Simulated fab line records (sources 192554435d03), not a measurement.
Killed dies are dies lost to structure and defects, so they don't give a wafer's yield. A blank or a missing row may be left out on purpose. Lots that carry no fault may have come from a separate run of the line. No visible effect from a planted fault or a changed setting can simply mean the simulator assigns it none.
What tool caused it? | flow n5 finfet | 72 wafers from 24 lots sampled at 6 of the route's 1938 steps

== WHAT EACH GAUGE READ, for each wafer ==
N5_BEOL_M2_OCD_MEAS_38.
lot  | measured     | on     | trench depth nm (nm)
L074 | day 6 16:34  | ocd-01 | 54.6 55.6 55.5
L075 | day 7 12:55  | ocd-02 | 56.5 54.7 57.1
L076 | day 7 18:17  | ocd-01 | 55.4 53.7 56.1
L077 | day 7 23:56  | ocd-02 | 54.2 52.4 55.9
L078 | day 8 04:37  | ocd-02 | 55.2 54.3 54.3
L080 | day 8 12:39  | ocd-01 | 55.1 55.2 55.2
L079 | day 8 12:41  | ocd-02 | 54.2 55.7 55.5
L081 | day 9 02:47  | ocd-02 | 53.5 52.7 54.5
L082 | day 8 18:04  | ocd-01 | 55.1 54.4 56.2
L083 | day 9 07:07  | ocd-01 | 54.9 54.3 56.3
L084 | day 9 23:36  | ocd-02 | 56.7 56.1 55.1
L085 | day 10 02:32 | ocd-02 | 55.3 53.4 53.0
L086 | day 10 18:47 | ocd-02 | 58.1 54.8 55.1
L087 | day 10 13:02 | ocd-01 | 57.2 57.2 57.1
L089 | day 10 18:56 | ocd-02 | 53.3 54.7 53.0
L088 | day 11 00:16 | ocd-02 | 53.7 53.7 54.1
L090 | day 10 18:49 | ocd-01 | 55.8 53.5 55.6
L091 | day 11 09:10 | ocd-01 | 55.0 55.5 56.4
L092 | day 11 12:44 | ocd-02 | 55.1 54.7 54.7
L093 | day 11 12:52 | ocd-01 | 55.2 57.8 56.1
L096 | day 12 12:15 | ocd-02 | 55.9 57.1 55.9
L094 | day 12 12:39 | ocd-02 | 54.7 55.1 54.6
L095 | day 12 12:44 | ocd-02 | 57.5 55.8 55.3
L097 | day 12 19:11 | ocd-02 | 55.1 54.8 53.5

N5_BEOL_M2_INSPECT_59: inspects for defects (darkfield).
lot  | measured     | on                | raw defect count
L074 | day 6 21:06  | defect inspect-01 | 41 54 50
L075 | day 7 17:20  | defect inspect-01 | 41 64 47
L076 | day 8 00:25  | defect inspect-01 | 89 39 43
L077 | day 8 05:59  | defect inspect-02 | 73 94 43
L078 | day 8 08:42  | defect inspect-02 | 85 119 94
L080 | day 8 17:55  | defect inspect-02 | 78 26 53
L079 | day 8 16:47  | defect inspect-01 | 57 89 82
L081 | day 9 06:31  | defect inspect-01 | 87 47 75
L082 | day 8 23:16  | defect inspect-01 | 80 53 50
L083 | day 9 11:25  | defect inspect-02 | 86 56 77
L084 | day 10 03:30 | defect inspect-02 | 103 55 97
L085 | day 10 09:02 | defect inspect-01 | 70 67 59
L086 | day 10 23:04 | defect inspect-02 | 72 140 127
L087 | day 10 19:07 | defect inspect-02 | 56 68 75
L089 | day 11 01:31 | defect inspect-02 | 40 68 83
L088 | day 11 04:23 | defect inspect-02 | 68 72 55
L090 | day 10 23:13 | defect inspect-02 | 49 58 65
L091 | day 11 13:15 | defect inspect-02 | 79 77 52
L092 | day 11 17:02 | defect inspect-02 | 60 64 63
L093 | day 11 17:08 | defect inspect-01 | 33 50 63
L096 | day 12 16:13 | defect inspect-01 | 78 67 79
L094 | day 12 16:28 | defect inspect-01 | 69 46 95
L095 | day 12 19:06 | defect inspect-02 | 69 110 94
L097 | day 13 00:43 | defect inspect-02 | 54 49 62

== EACH LOT AND THE TOOL THAT RAN IT (in order: tool; ch and the chambers of the sampled wafers; start) ==
lot  | N5_BEOL_M2_HM_OPEN_17             | N5_BEOL_M2_ALD_84                   | N5_BEOL_M2_ANNEAL_51             | N5_BEOL_M2_CO_CAP_55
L074 | rie metal-03 ch 0,1, day 6 13:22  | ald metal-02 ch 0,1, day 6 16:56    | rtp anneal-02 ch 0, day 6 19:26  | cvd co-02 ch 0,1, day 6 20:52
L075 | rie metal-03 ch 0, day 7 03:10    | ald metal-03 ch 0,2, day 7 13:40    | rtp anneal-01 ch 0, day 7 16:25  | cvd co-01 ch 0,1,2, day 7 17:05
L076 | rie metal-01 ch 0,1, day 7 10:34  | ald metal-02 ch 0,3, day 7 19:10    | rtp anneal-02 ch 0, day 7 23:31  | cvd co-01 ch 0,2, day 8 00:11
L077 | rie metal-02 ch 0,1, day 7 17:22  | ald metal-01 ch 0,1, day 8 00:34    | rtp anneal-02 ch 0, day 8 04:55  | cvd co-01 ch 0,1,2, day 8 05:47
L078 | rie metal-01 ch 0,1, day 7 17:52  | ald metal-01 ch 0,1,2, day 8 05:09  | rtp anneal-01 ch 0, day 8 07:52  | cvd co-01 ch 0,1,2, day 8 08:29
L080 | rie metal-01 ch 0,1, day 8 01:13  | ald metal-01 ch 1,2, day 8 13:15    | rtp anneal-02 ch 0, day 8 17:11  | cvd co-01 ch 0,1,2, day 8 17:45
L079 | rie metal-02 ch 1, day 8 08:40    | ald metal-03 ch 0,1,3, day 8 13:27  | rtp anneal-01 ch 0, day 8 15:54  | cvd co-01 ch 1,2, day 8 16:34
L081 | rie metal-03 ch 0,1, day 8 13:34  | ald metal-01 ch 0,2,3, day 9 03:11  | rtp anneal-02 ch 0, day 9 05:43  | cvd co-02 ch 0,1,2, day 9 06:18
L082 | rie metal-03 ch 0, day 8 13:41    | ald metal-03 ch 1,2,3, day 8 19:50  | rtp anneal-02 ch 0, day 8 22:25  | cvd co-01 ch 0,1,2, day 8 23:02
L083 | rie metal-02 ch 1, day 9 03:32    | ald metal-02 ch 1,3, day 9 08:02    | rtp anneal-01 ch 0, day 9 10:32  | cvd co-01 ch 0,1, day 9 11:13
L084 | rie metal-02 ch 0,1, day 9 18:14  | ald metal-01 ch 0,1,2, day 10 00:10 | rtp anneal-02 ch 0, day 10 02:37 | cvd co-01 ch 0,1,2, day 10 03:17
L085 | rie metal-03 ch 1, day 9 20:34    | ald metal-01 ch 1,2,3, day 10 02:52 | rtp anneal-02 ch 0, day 10 07:02 | cvd co-02 ch 0,1,2, day 10 08:48
L086 | rie metal-03 ch 1, day 9 21:05    | ald metal-02 ch 0,2,3, day 10 19:21 | rtp anneal-02 ch 0, day 10 22:14 | cvd co-01 ch 0,2, day 10 22:52
L087 | rie metal-01 ch 0,1, day 9 23:28  | ald metal-01 ch 0,2, day 10 13:44   | rtp anneal-02 ch 0, day 10 17:57 | cvd co-02 ch 1,2, day 10 18:54
L089 | rie metal-02 ch 0,1, day 10 07:29 | ald metal-03 ch 0,1, day 10 19:36   | rtp anneal-02 ch 0, day 11 00:37 | cvd co-01 ch 0,1,2, day 11 01:19
L088 | rie metal-01 ch 0,1, day 10 07:47 | ald metal-02 ch 0,1,2, day 11 00:41 | rtp anneal-02 ch 0, day 11 03:31 | cvd co-02 ch 1,2, day 11 04:10
L090 | rie metal-03 ch 1, day 10 13:59   | ald metal-01 ch 0,1,3, day 10 19:25 | rtp anneal-01 ch 0, day 10 22:21 | cvd co-02 ch 1,2, day 10 23:01
L091 | rie metal-03 ch 0,1, day 11 02:43 | ald metal-02 ch 0,1,2, day 11 09:51 | rtp anneal-02 ch 0, day 11 12:22 | cvd co-02 ch 1,2, day 11 13:02
L092 | rie metal-03 ch 0,1, day 11 10:07 | ald metal-03 ch 0,2,3, day 11 13:31 | rtp anneal-01 ch 0, day 11 16:09 | cvd co-01 ch 0,1,2, day 11 16:49
L093 | rie metal-03 ch 0,1, day 11 11:05 | ald metal-01 ch 0,1,2, day 11 13:33 | rtp anneal-02 ch 0, day 11 16:15 | cvd co-01 ch 1,2, day 11 16:56
L096 | rie metal-02 ch 0,1, day 12 02:33 | ald metal-03 ch 0,1, day 12 12:40   | rtp anneal-01 ch 0, day 12 15:25 | cvd co-02 ch 0,1, day 12 15:59
L094 | rie metal-03 ch 0,1, day 12 04:39 | ald metal-01 ch 0,2,3, day 12 13:05 | rtp anneal-02 ch 0, day 12 15:40 | cvd co-02 ch 0,2, day 12 16:14
L095 | rie metal-03 ch 0,1, day 12 04:43 | ald metal-02 ch 0,3, day 12 15:34   | rtp anneal-02 ch 0, day 12 18:14 | cvd co-02 ch 0,1, day 12 18:53
L097 | rie metal-03 ch 1, day 12 16:32   | ald metal-02 ch 1,2, day 12 21:04   | rtp anneal-01 ch 0, day 12 23:39 | cvd co-01 ch 1,2, day 13 00:30
- N5_BEOL_M2_HM_OPEN_17: chemistry Cl2/BCl3, target TiN, target depth 20 nm, overetch 6 nm.
- N5_BEOL_M2_ALD_84: deposits TaN, pulse time 2 s, purge time 3 s, co reactant purge time 2 s.
- N5_BEOL_M2_ANNEAL_51: time 90 s.
- N5_BEOL_M2_CO_CAP_55: material Co, precursor CCTBA/H2, target thk 2 nm, time 102.1 s.

== WHAT THE TOOLS THEMSELVES READ (means of the sampled wafers that have a number; where no wafer has one, the mark that the record gives instead) ==
N5_BEOL_M2_HM_OPEN_17.
lot  | tool         | drypump motor current A (A) | he backside leak sccm (sccm) | oes product au (a.u.) | throttle valve pct (%)
L074 | rie metal-03 | 5.5                         | 3.47                         | 0.52                  | 22.37
L075 | rie metal-03 | 5.8                         | 3.90                         | 0.52                  | 22.40
L076 | rie metal-01 | 5.6                         | 3.57                         | 0.68                  | 21.86
L077 | rie metal-02 | 6.2                         | 3.31                         | 0.54                  | 22.16
L078 | rie metal-01 | 5.6                         | 3.47                         | 0.67                  | 21.87
L080 | rie metal-01 | 5.6                         | 3.42                         | 0.68                  | 21.87
L079 | rie metal-02 | 6.6                         | 3.62                         | 0.58                  | 21.90
L081 | rie metal-03 | 5.7                         | 3.46                         | 0.51                  | 22.40
L082 | rie metal-03 | 5.8                         | 3.76                         | 0.51                  | 22.42
L083 | rie metal-02 | 6.6                         | 3.53                         | 0.57                  | 21.91
L084 | rie metal-02 | 6.2                         | 3.19                         | 0.72                  | 22.06
L085 | rie metal-03 | 5.4                         | 3.15                         | 0.83                  | 21.89
L086 | rie metal-03 | 5.4                         | 3.10                         | 0.81                  | 21.91
L087 | rie metal-01 | 5.2                         | 3.44                         | 0.72                  | 21.90
L089 | rie metal-02 | 6.4                         | 3.55                         | 0.64                  | 21.99
L088 | rie metal-01 | 5.6                         | 3.52                         | 0.66                  | 21.89
L090 | rie metal-03 | 5.4                         | 3.11                         | 0.80                  | 21.91
L091 | rie metal-03 | 5.7                         | 3.37                         | 0.81                  | 22.27
L092 | rie metal-03 | 5.7                         | 3.22                         | 0.81                  | 22.24
L093 | rie metal-03 | 5.5                         | 3.28                         | 0.80                  | 22.09
L096 | rie metal-02 | 6.4                         | 3.49                         | 0.63                  | 22.00
L094 | rie metal-03 | 5.5                         | 3.22                         | 0.79                  | 22.08
L095 | rie metal-03 | 5.7                         | 3.52                         | 0.79                  | 22.24
L097 | rie metal-03 | 5.4                         | 3.13                         | 0.77                  | 21.92

N5_BEOL_M2_ALD_84.
lot  | tool         | heater power w (W) | precursor vessel carrier sccm (sccm) | precursor vessel pressure torr (Torr)
L074 | ald metal-02 | 485                | 996                                  | 26.26
L075 | ald metal-03 | 363                | 1000                                 | 26.25
L076 | ald metal-02 | 440                | 1002                                 | 26.23
L077 | ald metal-01 | 417                | 998                                  | 26.22
L078 | ald metal-01 | 424                | 1001                                 | 26.21
L080 | ald metal-01 | 450                | 1000                                 | 26.29
L079 | ald metal-03 | 392                | 999                                  | 26.27
L081 | ald metal-01 | 426                | 1001                                 | 26.30
L082 | ald metal-03 | 425                | 1001                                 | 26.25
L083 | ald metal-02 | 455                | 999                                  | 26.27
L084 | ald metal-01 | 427                | 1004                                 | 26.24
L085 | ald metal-01 | 448                | 998                                  | 26.20
L086 | ald metal-02 | 442                | 1001                                 | 26.27
L087 | ald metal-01 | 441                | 999                                  | 26.27
L089 | ald metal-03 | 395                | 1000                                 | 26.23
L088 | ald metal-02 | 468                | 997                                  | 26.18
L090 | ald metal-01 | 415                | 998                                  | 26.26
L091 | ald metal-02 | 468                | 999                                  | 26.20
L092 | ald metal-03 | 388                | 1001                                 | 26.29
L093 | ald metal-01 | 431                | 1001                                 | 26.17
L096 | ald metal-03 | 395                | 998                                  | 26.31
L094 | ald metal-01 | 431                | 1000                                 | 26.22
L095 | ald metal-02 | 460                | 999                                  | 26.25
L097 | ald metal-02 | 464                | 1002                                 | 26.22

N5_BEOL_M2_ANNEAL_51.
lot  | tool          | wafer_temp_C_max
L074 | rtp anneal-02 | 225.7
L075 | rtp anneal-01 | 226.3
L076 | rtp anneal-02 | 225.9
L077 | rtp anneal-02 | 225.6
L078 | rtp anneal-01 | 226.0
L080 | rtp anneal-02 | 225.3
L079 | rtp anneal-01 | 226.3
L081 | rtp anneal-02 | 225.6
L082 | rtp anneal-02 | 225.8
L083 | rtp anneal-01 | 226.2
L084 | rtp anneal-02 | 225.6
L085 | rtp anneal-02 | 225.5
L086 | rtp anneal-02 | 225.7
L087 | rtp anneal-02 | 225.6
L089 | rtp anneal-02 | 225.6
L088 | rtp anneal-02 | 225.6
L090 | rtp anneal-01 | 226.2
L091 | rtp anneal-02 | 225.5
L092 | rtp anneal-01 | 226.2
L093 | rtp anneal-02 | 225.7
L096 | rtp anneal-01 | 226.0
L094 | rtp anneal-02 | 225.7
L095 | rtp anneal-02 | 225.5
L097 | rtp anneal-01 | 226.3

N5_BEOL_M2_CO_CAP_55.
lot  | tool      | heater power w (W)
L074 | cvd co-02 | 222
L075 | cvd co-01 | 258
L076 | cvd co-01 | 227
L077 | cvd co-01 | 257
L078 | cvd co-01 | 259
L080 | cvd co-01 | 257
L079 | cvd co-01 | 252
L081 | cvd co-02 | 226
L082 | cvd co-01 | 258
L083 | cvd co-01 | 287
L084 | cvd co-01 | 256
L085 | cvd co-02 | 226
L086 | cvd co-01 | 226
L087 | cvd co-02 | 228
L089 | cvd co-01 | 254
L088 | cvd co-02 | 224
L090 | cvd co-02 | 227
L091 | cvd co-02 | 227
L092 | cvd co-01 | 256
L093 | cvd co-01 | 260
L096 | cvd co-02 | 222
L094 | cvd co-02 | 225
L095 | cvd co-02 | 223
L097 | cvd co-01 | 255

== THE ANSWER, worked out from the rows above alone ==
Rule: the usual values come from the lots themselves. The widest of any qualifying gaps counts: lots, ordered by their means at a reading, are off when they make up no more than a third of the lots, leave a main group of 4 or more, and stand apart from it by 3 or more times the standard deviation of that group's means. The tables above print the reading to a certain number of digits; a main group whose means all agree to those digits is not used. Also off: a lot with no number at a reading for which 4 or more lots have one. Where the step has rows for the other lots, those lots are counted as sound. First the gauges in route order, then the tools' own readings, where a lot's mean is used as printed above. The first step at which some lot is off is used, and at that step the reading that is off furthest; a lot without a number counts as furthest.
Nothing can be told from this: no lot is off at any reading shown.

== WHAT THE SIMULATOR HAD PUT IN ==
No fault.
